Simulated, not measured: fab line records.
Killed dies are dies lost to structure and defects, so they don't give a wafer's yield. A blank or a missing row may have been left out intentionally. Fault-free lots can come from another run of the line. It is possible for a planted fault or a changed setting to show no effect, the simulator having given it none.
Chamber matching :: flow n5-finfet :: N5_BEOL_M8_ETCH_65 on rie-diel-05 has 4 sister chambers
The step etches SiARC in CF4, target depth 15.6 nm, time 26 s. 4 wafers are shown with their chamber, then 8 later ones without.

WAFERS WITH THEIR CHAMBER
wafer: L084.1
chamber: 2
showerhead-plenum-p-Torr (Torr): 1.95

wafer: L085.5
chamber: 1
showerhead-plenum-p-Torr (Torr): 2.22

wafer: L085.6
chamber: 0
showerhead-plenum-p-Torr (Torr): 2.19

wafer: L093.1
chamber: 3
showerhead-plenum-p-Torr (Torr): 2.10

WAFERS WITH NO CHAMBER GIVEN
wafer: L093.4
showerhead-plenum-p-Torr (Torr): 2.19

wafer: L093.6
showerhead-plenum-p-Torr (Torr): 2.19

wafer: L092.2
showerhead-plenum-p-Torr (Torr): 2.21

wafer: L092.4
showerhead-plenum-p-Torr (Torr): 2.10

wafer: L092.6
showerhead-plenum-p-Torr (Torr): 2.21

wafer: L095.3
showerhead-plenum-p-Torr (Torr): 1.95

wafer: L095.5
showerhead-plenum-p-Torr (Torr): 2.18

wafer: L095.6
showerhead-plenum-p-Torr (Torr): 2.10

WHICH CHAMBER EACH ONE RAN IN
wafer: L093.4
from the rows above: 0
in truth: 0

wafer: L093.6
from the rows above: 0
in truth: 0

wafer: L092.2
from the rows above: can't be placed: 1 or 0
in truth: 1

wafer: L092.4
from the rows above: 3
in truth: 3

wafer: L092.6
from the rows above: can't be placed: 1 or 0
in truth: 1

wafer: L095.3
from the rows above: 2
in truth: 2

wafer: L095.5
from the rows above: 0
in truth: 0

wafer: L095.6
from the rows above: 3
in truth: 3
Correct placement for 6 of the 8. From these rows, 2 cannot be placed; in 2 the true chamber is one of the candidates. 0 placed wrongly.
How it was worked out, from the rows above alone: a wafer's distance from a chamber is the root of the sum, over the readings, of the square of ((its reading less the chamber's mean) divided by the reading's scatter). If the next closest chamber is less than 2 further off than the closest, the wafer can't be placed; otherwise it belongs to the closest. The mean given for a chamber averages the wafers shown for that chamber. The scatter (one wafer shown for each chamber): square how far every hidden wafer sits from the nearest shown wafer, average those squares and take the square root.
